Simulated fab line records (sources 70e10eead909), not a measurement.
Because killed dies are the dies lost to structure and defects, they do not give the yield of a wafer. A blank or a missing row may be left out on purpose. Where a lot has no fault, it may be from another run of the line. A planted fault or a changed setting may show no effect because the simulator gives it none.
fab line records / flow nand-harc
record lots=7 wafers=21 last-day=23
route steps=1159 shown P_CONTACT@217
lots untouched by any fault: they come from a run of this same line in which no faults occurred
start-h: the number of hours between the record's first day and the start of the first shown wafer of the lot / wait-h: how many hours have passed since the lot's step before this one / " the same as in the row above / L1.1+2: one row covering several wafers at once / - either no value or no given start / * or withheld: withheld / < > ~ a bound
route shown NAME@n: NAME is a module with steps in the file, n the number in the route of the first one / usual: mean/standard deviation taken from wafers without a fault / same: alike in all rows / chamber/n: place in a boat / sites: per-site readings / _std_site: how widely they spread, as a standard deviation / _edge_site: inner sites' mean taken away from outer sites' mean / radius-mm: for every site, how far away it sits from the centre of the wafer / mask NAME#n: copy n / behind: the tool/chamber that last shaped the wafer / hold: the reason the lot was held/the length of the hold in hours/how it ended / device: the n, p or np transistor that did not switch / end of line: the route-end tests of the same wafers / a step without rows: its recipe alone / killed: the dies lost at the first sort to structure and to defects; this is not the yield of the wafer / map: the dies of a wafer, with x for killed, . for not killed, _ for no die there
set.NAME: the setting the step ran with; set.NAME@STEP: the setting that earlier step ran with / model.NAME: the simulator's own value behind a step, which no gauge read
certain route steps with their lots: each step a table, each wafer a row
services: a tool's chamber out of use, with start hour (start-h, from the record's first day; less than 0 if before it), hours out, and reason
## steps
# step NHARC_P_CONTACT_DEP_30
# recipe target-thk-a=300 temp-c=400 target-thk-nm=30 flow-sccm=200 rf-w=450 material=SiNx
# usual heater-power-w=711/88
lot.wafer=L573.1 tool=pecvd-03 chamber=2 start-h=147.79 wait-h=0.1 heater-power-w=593
lot.wafer=L573.6 tool=pecvd-03 chamber=0 start-h=147.79 wait-h=0.1 heater-power-w=705
lot.wafer=L573.5 tool=pecvd-03 chamber=1 start-h=147.79 wait-h=0.1 heater-power-w=752
lot.wafer=L575.3 tool=pecvd-01 chamber=2 start-h=156.39 wait-h=0.1 heater-power-w=711
lot.wafer=L575.2 tool=pecvd-01 chamber=1 start-h=156.39 wait-h=0.1 heater-power-w=739
lot.wafer=L575.6 tool=pecvd-01 chamber=1 start-h=156.39 wait-h=0.1 heater-power-w=733
lot.wafer=L580.3 tool=pecvd-03 chamber=2 start-h=188.05 wait-h=0.1 heater-power-w=577
lot.wafer=L580.6 tool=pecvd-03 chamber=1 start-h=188.05 wait-h=0.1 heater-power-w=843
lot.wafer=L580.5 tool=pecvd-03 chamber=2 start-h=188.05 wait-h=0.1 heater-power-w=570
lot.wafer=L579.3 tool=pecvd-04 chamber=0 start-h=189.26 wait-h=0.1 heater-power-w=808
lot.wafer=L579.1 tool=pecvd-04 chamber=1 start-h=189.26 wait-h=0.1 heater-power-w=747
lot.wafer=L579.4 tool=pecvd-04 chamber=2 start-h=189.26 wait-h=0.1 heater-power-w=607
lot.wafer=L578.1 tool=pecvd-03 chamber=0 start-h=189.52 wait-h=0.1 heater-power-w=716
lot.wafer=L578.4 tool=pecvd-03 chamber=0 start-h=189.52 wait-h=0.1 heater-power-w=704
lot.wafer=L578.6 tool=pecvd-03 chamber=2 start-h=189.52 wait-h=0.1 heater-power-w=639
lot.wafer=L582.1 tool=pecvd-03 chamber=1 start-h=200.08 wait-h=0.1 heater-power-w=846
lot.wafer=L582.3 tool=pecvd-03 chamber=0 start-h=200.08 wait-h=0.1 heater-power-w=721
lot.wafer=L582.6 tool=pecvd-03 chamber=0 start-h=200.08 wait-h=0.1 heater-power-w=713
lot.wafer=L584.1 tool=pecvd-03 chamber=0 start-h=206.34 wait-h=0.4 heater-power-w=692
lot.wafer=L584.2 tool=pecvd-03 chamber=1 start-h=206.34 wait-h=0.4 heater-power-w=793
lot.wafer=L584.4 tool=pecvd-03 chamber=0 start-h=206.34 wait-h=0.4 heater-power-w=690
# step NHARC_P_CONTACT_DEP_00
# recipe target-thk-a=5000 temp-c=400 pressure-torr=6.5 rf-w=900 teos-flow-sccm=161.4 flow-sccm=2650 target-thk-nm=500 gas=O2 material=SiO2
# usual heater-power-w=556/93 throttle-valve-pct=15.8/0.52
lot.wafer=L573.1 tool=pecvd-03 chamber=2 start-h=- wait-h=- heater-power-w=492 throttle-valve-pct=15.1
lot.wafer=L573.6 tool=pecvd-03 chamber=0 start-h=- wait-h=- heater-power-w=564 throttle-valve-pct=14.8
lot.wafer=L573.5 tool=pecvd-03 chamber=1 start-h=- wait-h=- heater-power-w=548 throttle-valve-pct=15.9
lot.wafer=L575.3 tool=pecvd-01 chamber=2 start-h=- wait-h=- heater-power-w=522 throttle-valve-pct=16.7
lot.wafer=L575.2 tool=pecvd-01 chamber=1 start-h=- wait-h=- heater-power-w=573 throttle-valve-pct=16.5
lot.wafer=L575.6 tool=pecvd-01 chamber=1 start-h=- wait-h=- heater-power-w=600 throttle-valve-pct=16.6
lot.wafer=L580.3 tool=pecvd-03 chamber=2 start-h=- wait-h=- heater-power-w=518 throttle-valve-pct=15.2
lot.wafer=L580.6 tool=pecvd-03 chamber=1 start-h=- wait-h=- heater-power-w=676 throttle-valve-pct=16.1
lot.wafer=L580.5 tool=pecvd-03 chamber=2 start-h=- wait-h=- heater-power-w=521 throttle-valve-pct=15.5
lot.wafer=L579.3 tool=pecvd-04 chamber=0 start-h=- wait-h=- heater-power-w=697 throttle-valve-pct=15.7
lot.wafer=L579.1 tool=pecvd-04 chamber=1 start-h=- wait-h=- heater-power-w=665 throttle-valve-pct=15.8
lot.wafer=L579.4 tool=pecvd-04 chamber=2 start-h=- wait-h=- heater-power-w=522 throttle-valve-pct=16.5
lot.wafer=L578.1 tool=pecvd-03 chamber=0 start-h=- wait-h=- heater-power-w=565 throttle-valve-pct=15.3
lot.wafer=L578.4 tool=pecvd-03 chamber=0 start-h=- wait-h=- heater-power-w=421 throttle-valve-pct=15.2
lot.wafer=L578.6 tool=pecvd-03 chamber=2 start-h=- wait-h=- heater-power-w=512 throttle-valve-pct=15.6
lot.wafer=L582.1 tool=pecvd-03 chamber=1 start-h=- wait-h=- heater-power-w=613 throttle-valve-pct=15.9
lot.wafer=L582.3 tool=pecvd-03 chamber=0 start-h=- wait-h=- heater-power-w=508 throttle-valve-pct=15.1
lot.wafer=L582.6 tool=pecvd-03 chamber=0 start-h=- wait-h=- heater-power-w=523 throttle-valve-pct=15.4
lot.wafer=L584.1 tool=pecvd-03 chamber=0 start-h=- wait-h=- heater-power-w=433 throttle-valve-pct=15.3
lot.wafer=L584.2 tool=pecvd-03 chamber=1 start-h=- wait-h=- heater-power-w=680 throttle-valve-pct=16.1
lot.wafer=L584.4 tool=pecvd-03 chamber=0 start-h=- wait-h=- heater-power-w=462 throttle-valve-pct=15.0
# step NHARC_P_CONTACT_CMP_01
# recipe target-thk-nm=200 material=SiO2
# usual motor-current-A=12.0/1
lot.wafer=L573.1 tool=cmp-04 chamber=3 start-h=148.57 wait-h=- motor-current-A=12.9
lot.wafer=L573.6 tool=cmp-04 chamber=0 start-h=148.57 wait-h=- motor-current-A=10.7
lot.wafer=L573.5 tool=cmp-04 chamber=1 start-h=148.57 wait-h=- motor-current-A=11.5
lot.wafer=L575.2 tool=cmp-02 chamber=3 start-h=157.15 wait-h=- motor-current-A=11.6
lot.wafer=L575.3 tool=cmp-02 chamber=0 start-h=157.15 wait-h=- motor-current-A=11.4
lot.wafer=L575.6 tool=cmp-02 chamber=2 start-h=157.15 wait-h=- motor-current-A=13.0
lot.wafer=L580.3 tool=cmp-03 chamber=1 start-h=188.73 wait-h=- motor-current-A=11.7
lot.wafer=L580.5 tool=cmp-03 chamber=1 start-h=188.73 wait-h=- motor-current-A=12.4
lot.wafer=L580.6 tool=cmp-03 chamber=2 start-h=188.73 wait-h=- motor-current-A=13.0
lot.wafer=L579.4 tool=cmp-04 chamber=1 start-h=189.93 wait-h=- motor-current-A=11.3
lot.wafer=L579.3 tool=cmp-04 chamber=2 start-h=189.93 wait-h=- motor-current-A=10.6
lot.wafer=L579.1 tool=cmp-04 chamber=3 start-h=189.93 wait-h=- motor-current-A=13.1
lot.wafer=L578.1 tool=cmp-02 chamber=3 start-h=190.23 wait-h=- motor-current-A=11.6
lot.wafer=L578.4 tool=cmp-02 chamber=2 start-h=190.23 wait-h=- motor-current-A=12.3
lot.wafer=L578.6 tool=cmp-02 chamber=0 start-h=190.23 wait-h=- motor-current-A=12.3
lot.wafer=L582.1 tool=cmp-03 chamber=0 start-h=200.81 wait-h=- motor-current-A=13.4
lot.wafer=L582.3 tool=cmp-03 chamber=2 start-h=200.81 wait-h=- motor-current-A=13.6
lot.wafer=L582.6 tool=cmp-03 chamber=3 start-h=200.81 wait-h=- motor-current-A=13.4
lot.wafer=L584.2 tool=cmp-02 chamber=1 start-h=207.05 wait-h=- motor-current-A=9.8
lot.wafer=L584.4 tool=cmp-02 chamber=2 start-h=207.05 wait-h=- motor-current-A=12.9
lot.wafer=L584.1 tool=cmp-02 chamber=0 start-h=207.05 wait-h=- motor-current-A=11.8
# step NHARC_P_CONTACT_SRD_03
# step NHARC_P_CONTACT_DEHYDRATE_04
# recipe temp-c=150 time-s=120
# step NHARC_P_CONTACT_HMDS_05
# recipe time-s=30
# step NHARC_P_CONTACT_COAT_33
# recipe temp-c=260 time-s=75
# step NHARC_P_CONTACT_COAT_34
# recipe temp-c=225 time-s=65
# step NHARC_P_CONTACT_COAT_06
# recipe spin-rpm=1500 resist-thk-nm=90
# step NHARC_P_CONTACT_SOFTBAKE_07
# recipe temp-c=105 time-s=55
# step NHARC_P_CONTACT_EBR_08
# step NHARC_P_CONTACT_EXPOSE_09
# recipe na=1.35 target-cd-nm=90 dose-mj=81.26 mask-id=P_CA
# usual reticle-temp-C=23.01/0.11
lot.wafer=L573.1 tool=arfi-scanner-01 chamber=0 start-h=149.06 wait-h=- mask=P_CA#0 reticle-temp-C=22.94 model.P_CONTACT.overlay-x-nm=0.7935
lot.wafer=L573.5 tool=arfi-scanner-01 chamber=0 start-h=149.06 wait-h=- mask=P_CA#0 reticle-temp-C=23.02 model.P_CONTACT.overlay-x-nm=0.7935
lot.wafer=L573.6 tool=arfi-scanner-01 chamber=0 start-h=149.06 wait-h=- mask=P_CA#0 reticle-temp-C=23.02 model.P_CONTACT.overlay-x-nm=0.7935
lot.wafer=L575.2 tool=arfi-scanner-02 chamber=0 start-h=157.82 wait-h=- mask=P_CA#0 reticle-temp-C=23.07 model.P_CONTACT.overlay-x-nm=0.6134
lot.wafer=L575.3 tool=arfi-scanner-02 chamber=0 start-h=157.82 wait-h=- mask=P_CA#0 reticle-temp-C=23.07 model.P_CONTACT.overlay-x-nm=0.6134
lot.wafer=L575.6 tool=arfi-scanner-02 chamber=0 start-h=157.82 wait-h=- mask=P_CA#0 reticle-temp-C=22.91 model.P_CONTACT.overlay-x-nm=0.6134
lot.wafer=L580.3 tool=arfi-scanner-01 chamber=0 start-h=189.30 wait-h=- mask=P_CA#0 reticle-temp-C=23.09 model.P_CONTACT.overlay-x-nm=0.6772
lot.wafer=L580.5 tool=arfi-scanner-01 chamber=0 start-h=189.30 wait-h=- mask=P_CA#0 reticle-temp-C=22.98 model.P_CONTACT.overlay-x-nm=0.6772
lot.wafer=L580.6 tool=arfi-scanner-01 chamber=0 start-h=189.30 wait-h=- mask=P_CA#0 reticle-temp-C=23.11 model.P_CONTACT.overlay-x-nm=0.6772
lot.wafer=L579.1 tool=arfi-scanner-02 chamber=0 start-h=190.63 wait-h=- mask=P_CA#0 reticle-temp-C=23.11 model.P_CONTACT.overlay-x-nm=13.04
lot.wafer=L579.3 tool=arfi-scanner-02 chamber=0 start-h=190.63 wait-h=- mask=P_CA#0 reticle-temp-C=22.94 model.P_CONTACT.overlay-x-nm=13.04
lot.wafer=L579.4 tool=arfi-scanner-02 chamber=0 start-h=190.63 wait-h=- mask=P_CA#0 reticle-temp-C=23.01 model.P_CONTACT.overlay-x-nm=13.04
lot.wafer=L578.1 tool=arfi-scanner-01 chamber=0 start-h=190.92 wait-h=- mask=P_CA#0 reticle-temp-C=23.09 model.P_CONTACT.overlay-x-nm=-1.359
lot.wafer=L578.4 tool=arfi-scanner-01 chamber=0 start-h=190.92 wait-h=- mask=P_CA#0 reticle-temp-C=23.20 model.P_CONTACT.overlay-x-nm=-1.359
lot.wafer=L578.6 tool=arfi-scanner-01 chamber=0 start-h=190.92 wait-h=- mask=P_CA#0 reticle-temp-C=23.13 model.P_CONTACT.overlay-x-nm=-1.359
lot.wafer=L582.1 tool=arfi-scanner-02 chamber=0 start-h=201.47 wait-h=- mask=P_CA#0 reticle-temp-C=23.07 model.P_CONTACT.overlay-x-nm=12.23
lot.wafer=L582.3 tool=arfi-scanner-02 chamber=0 start-h=201.47 wait-h=- mask=P_CA#0 reticle-temp-C=22.79 model.P_CONTACT.overlay-x-nm=12.23
lot.wafer=L582.6 tool=arfi-scanner-02 chamber=0 start-h=201.47 wait-h=- mask=P_CA#0 reticle-temp-C=22.99 model.P_CONTACT.overlay-x-nm=12.23
lot.wafer=L584.1 tool=arfi-scanner-02 chamber=0 start-h=207.61 wait-h=- mask=P_CA#0 reticle-temp-C=23.02 model.P_CONTACT.overlay-x-nm=11.54
lot.wafer=L584.2 tool=arfi-scanner-02 chamber=0 start-h=207.61 wait-h=- mask=P_CA#0 reticle-temp-C=23.02 model.P_CONTACT.overlay-x-nm=11.54
lot.wafer=L584.4 tool=arfi-scanner-02 chamber=0 start-h=207.61 wait-h=- mask=P_CA#0 reticle-temp-C=23.09 model.P_CONTACT.overlay-x-nm=11.54
# step NHARC_P_CONTACT_PEB_10
# recipe peb-temp-c=100 peb-time-s=65
# step NHARC_P_CONTACT_DEVELOP_11
# recipe develop-time-s=35 dev-temp-c=23
# step NHARC_P_CONTACT_CD_MEAS_12
# recipe target-cd-nm=90 landing-energy-ev=500
# usual cd-nm=90.2/0.65
lot.wafer=L573.1 tool=cd-sem-02 chamber=0 start-h=149.21 wait-h=- cd-nm=90.4
lot.wafer=L573.5 tool=cd-sem-02 chamber=0 start-h=149.21 wait-h=- cd-nm=90.1
lot.wafer=L573.6 tool=cd-sem-02 chamber=0 start-h=149.21 wait-h=- cd-nm=90.0
lot.wafer=L575.2 tool=cd-sem-03 chamber=0 start-h=157.95 wait-h=- cd-nm=90.8
lot.wafer=L575.3 tool=cd-sem-03 chamber=0 start-h=157.95 wait-h=- cd-nm=91.1
lot.wafer=L575.6 tool=cd-sem-03 chamber=0 start-h=157.95 wait-h=- cd-nm=91.7
lot.wafer=L580.3 tool=cd-sem-01 chamber=0 start-h=189.44 wait-h=- cd-nm=90.3
lot.wafer=L580.5 tool=cd-sem-01 chamber=0 start-h=189.44 wait-h=- cd-nm=90.4
lot.wafer=L580.6 tool=cd-sem-01 chamber=0 start-h=189.44 wait-h=- cd-nm=90.7
lot.wafer=L579.1 tool=cd-sem-01 chamber=0 start-h=190.77 wait-h=- cd-nm=90.3
lot.wafer=L579.3 tool=cd-sem-01 chamber=0 start-h=190.77 wait-h=- cd-nm=90.2
lot.wafer=L579.4 tool=cd-sem-01 chamber=0 start-h=190.77 wait-h=- cd-nm=89.7
lot.wafer=L578.1 tool=cd-sem-02 chamber=0 start-h=191.06 wait-h=- cd-nm=89.6
lot.wafer=L578.4 tool=cd-sem-02 chamber=0 start-h=191.06 wait-h=- cd-nm=89.7
lot.wafer=L578.6 tool=cd-sem-02 chamber=0 start-h=191.06 wait-h=- cd-nm=90.1
lot.wafer=L582.1 tool=cd-sem-02 chamber=0 start-h=201.61 wait-h=- cd-nm=89.1
lot.wafer=L582.3 tool=cd-sem-02 chamber=0 start-h=201.61 wait-h=- cd-nm=89.4
lot.wafer=L582.6 tool=cd-sem-02 chamber=0 start-h=201.61 wait-h=- cd-nm=90.5
lot.wafer=L584.1 tool=cd-sem-03 chamber=0 start-h=207.75 wait-h=- cd-nm=90.8
lot.wafer=L584.2 tool=cd-sem-03 chamber=0 start-h=207.75 wait-h=- cd-nm=90.9
lot.wafer=L584.4 tool=cd-sem-03 chamber=0 start-h=207.75 wait-h=- cd-nm=91.2
# step NHARC_P_CONTACT_OVL_MEAS_13
# usual overlay-x-nm=-0.1/0.86 overlay-y-nm=-0.1/1
lot.wafer=L573.1 tool=overlay-01 chamber=- start-h=149.30 wait-h=- overlay-x-nm=0.6 overlay-y-nm=0.5
lot.wafer=L573.5 tool=overlay-01 chamber=- start-h=149.30 wait-h=- overlay-x-nm=1.0 overlay-y-nm=0.7
lot.wafer=L573.6 tool=overlay-01 chamber=- start-h=149.30 wait-h=- overlay-x-nm=1.0 overlay-y-nm=0.6
lot.wafer=L575.2 tool=overlay-01 chamber=- start-h=158.04 wait-h=- overlay-x-nm=0.2 overlay-y-nm=-1.0
lot.wafer=L575.3 tool=overlay-01 chamber=- start-h=158.04 wait-h=- overlay-x-nm=1.2 overlay-y-nm=-0.7
lot.wafer=L575.6 tool=overlay-01 chamber=- start-h=158.04 wait-h=- overlay-x-nm=0.5 overlay-y-nm=-1.2
lot.wafer=L580.3 tool=overlay-01 chamber=- start-h=189.52 wait-h=- overlay-x-nm=0.7 overlay-y-nm=-0.2
lot.wafer=L580.5 tool=overlay-01 chamber=- start-h=189.52 wait-h=- overlay-x-nm=0.7 overlay-y-nm=-0.5
lot.wafer=L580.6 tool=overlay-01 chamber=- start-h=189.52 wait-h=- overlay-x-nm=0.7 overlay-y-nm=-0.2
lot.wafer=L579.1 tool=overlay-01 chamber=- start-h=190.86 wait-h=- overlay-x-nm=13.8 overlay-y-nm=-1.3
lot.wafer=L579.3 tool=overlay-01 chamber=- start-h=190.86 wait-h=- overlay-x-nm=13.1 overlay-y-nm=-1.5
lot.wafer=L579.4 tool=overlay-01 chamber=- start-h=190.86 wait-h=- overlay-x-nm=12.7 overlay-y-nm=-1.6
lot.wafer=L578.1 tool=overlay-01 chamber=- start-h=191.15 wait-h=- overlay-x-nm=-0.9 overlay-y-nm=1.2
lot.wafer=L578.4 tool=overlay-01 chamber=- start-h=191.15 wait-h=- overlay-x-nm=-1.6 overlay-y-nm=1.3
lot.wafer=L578.6 tool=overlay-01 chamber=- start-h=191.15 wait-h=- overlay-x-nm=-1.3 overlay-y-nm=1.6
lot.wafer=L582.1 tool=overlay-01 chamber=- start-h=201.70 wait-h=- overlay-x-nm=11.9 overlay-y-nm=1.1
lot.wafer=L582.3 tool=overlay-01 chamber=- start-h=201.70 wait-h=- overlay-x-nm=12.0 overlay-y-nm=0.3
lot.wafer=L582.6 tool=overlay-01 chamber=- start-h=201.70 wait-h=- overlay-x-nm=12.6 overlay-y-nm=1.0
lot.wafer=L584.1 tool=overlay-01 chamber=- start-h=207.84 wait-h=- overlay-x-nm=11.6 overlay-y-nm=0.4
lot.wafer=L584.2 tool=overlay-01 chamber=- start-h=207.84 wait-h=- overlay-x-nm=11.9 overlay-y-nm=0.5
lot.wafer=L584.4 tool=overlay-01 chamber=- start-h=207.84 wait-h=- overlay-x-nm=11.4 overlay-y-nm=0.7
# step NHARC_P_CONTACT_INSPECT_14
# usual raw-defect-count=4.0/2.2
lot.wafer=L573.1 tool=defect-inspect-02 chamber=- start-h=149.35 wait-h=0.1 raw-defect-count=7
lot.wafer=L573.5 tool=defect-inspect-02 chamber=- start-h=149.35 wait-h=0.1 raw-defect-count=3
lot.wafer=L573.6 tool=defect-inspect-02 chamber=- start-h=149.35 wait-h=0.1 raw-defect-count=2
lot.wafer=L575.2 tool=defect-inspect-01 chamber=- start-h=158.08 wait-h=0.0 raw-defect-count=9
lot.wafer=L575.3 tool=defect-inspect-01 chamber=- start-h=158.08 wait-h=0.0 raw-defect-count=5
lot.wafer=L575.6 tool=defect-inspect-01 chamber=- start-h=158.08 wait-h=0.0 raw-defect-count=12
lot.wafer=L580.3 tool=defect-inspect-01 chamber=- start-h=189.56 wait-h=0.0 raw-defect-count=5
lot.wafer=L580.5 tool=defect-inspect-01 chamber=- start-h=189.56 wait-h=0.0 raw-defect-count=10
lot.wafer=L580.6 tool=defect-inspect-01 chamber=- start-h=189.56 wait-h=0.0 raw-defect-count=8
lot.wafer=L579.1 tool=defect-inspect-02 chamber=- start-h=190.89 wait-h=0.0 raw-defect-count=1
lot.wafer=L579.3 tool=defect-inspect-02 chamber=- start-h=190.89 wait-h=0.0 raw-defect-count=2
lot.wafer=L579.4 tool=defect-inspect-02 chamber=- start-h=190.89 wait-h=0.0 raw-defect-count=6
lot.wafer=L578.1 tool=defect-inspect-01 chamber=- start-h=191.18 wait-h=0.0 raw-defect-count=1
lot.wafer=L578.4 tool=defect-inspect-01 chamber=- start-h=191.18 wait-h=0.0 raw-defect-count=3
lot.wafer=L578.6 tool=defect-inspect-01 chamber=- start-h=191.18 wait-h=0.0 raw-defect-count=3
lot.wafer=L582.1 tool=defect-inspect-02 chamber=- start-h=201.74 wait-h=0.0 raw-defect-count=3
lot.wafer=L582.3 tool=defect-inspect-02 chamber=- start-h=201.74 wait-h=0.0 raw-defect-count=3
lot.wafer=L582.6 tool=defect-inspect-02 chamber=- start-h=201.74 wait-h=0.0 raw-defect-count=5
lot.wafer=L584.1 tool=defect-inspect-01 chamber=- start-h=207.88 wait-h=0.0 raw-defect-count=3
lot.wafer=L584.2 tool=defect-inspect-01 chamber=- start-h=207.88 wait-h=0.0 raw-defect-count=0
lot.wafer=L584.4 tool=defect-inspect-01 chamber=- start-h=207.88 wait-h=0.0 raw-defect-count=1
## services
tool=pecvd-03 chamber=0 start-h=124.26 hours=- kind=clean
tool=pecvd-03 chamber=1 start-h=124.26 hours=- kind=clean
tool=pecvd-03 chamber=2 start-h=124.26 hours=- kind=clean
tool=cmp-02 chamber=- start-h=128.63 hours=4.0 kind=pm
tool=pecvd-01 chamber=1 start-h=131.89 hours=- kind=calibration
tool=cmp-02 chamber=- start-h=132.63 hours=- kind=consumable-replace:conditioner
tool=cmp-02 chamber=- start-h=132.63 hours=- kind=consumable-replace:pad
tool=arfi-scanner-02 chamber=0 start-h=132.92 hours=- kind=calibration
tool=pecvd-03 chamber=1 start-h=133.05 hours=10.7 kind=repair
tool=arfi-scanner-01 chamber=- start-h=154.55 hours=6.9 kind=repair
tool=cmp-03 chamber=- start-h=156.00 hours=4.0 kind=pm
tool=cmp-03 chamber=- start-h=160.00 hours=- kind=consumable-replace:conditioner
tool=cmp-03 chamber=- start-h=160.00 hours=- kind=consumable-replace:pad
tool=arfi-scanner-02 chamber=- start-h=175.75 hours=2.8 kind=repair
tool=arfi-scanner-02 chamber=- start-h=183.88 hours=0.6 kind=repair
tool=cmp-02 chamber=- start-h=187.27 hours=0.9 kind=repair
tool=cmp-03 chamber=- start-h=189.27 hours=3.6 kind=repair
tool=pecvd-04 chamber=- start-h=195.00 hours=13.0 kind=pm
tool=pecvd-04 chamber=0 start-h=195.00 hours=13.0 kind=vent-cycle
tool=pecvd-04 chamber=1 start-h=195.00 hours=13.0 kind=vent-cycle
tool=pecvd-04 chamber=2 start-h=195.00 hours=13.0 kind=vent-cycle
tool=arfi-scanner-01 chamber=- start-h=196.00 hours=4.0 kind=pm
tool=cmp-04 chamber=- start-h=203.21 hours=4.0 kind=pm
tool=cmp-04 chamber=- start-h=207.21 hours=- kind=consumable-replace:conditioner
## key
first-sign step=NHARC_P_CONTACT_OVL_MEAS_13 reading=overlay-x-nm direction=up sigmas=15 usual=-0.1 struck=12.3
effect none on later readings
model-effect step=NHARC_P_CONTACT_EXPOSE_09 value=P_CONTACT.overlay-x-nm without=0.1108 struck=12.27
met-at NHARC_P_CONTACT_EXPOSE_09
struck-wafers L579.1,L579.3,L579.4,L582.1,L582.3,L582.6,L584.1,L584.2,L584.4
tester-left-out L579,L582,L584
onset-between 157.82 190.63
fault kind=scanner-matching-overlay tool=arfi-scanner-02 chamber=- onset-h=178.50 steps=NHARC_P_CONTACT_EXPOSE_09 offset=12.161
# tester-left-out: of these lots the tester's yield and bins aren't shown, on N5 and GAA mostly nor the transistor test; their killed dies are dies lost to structure and defects alone, not to doping, threshold or leakage, so they don't give the yield
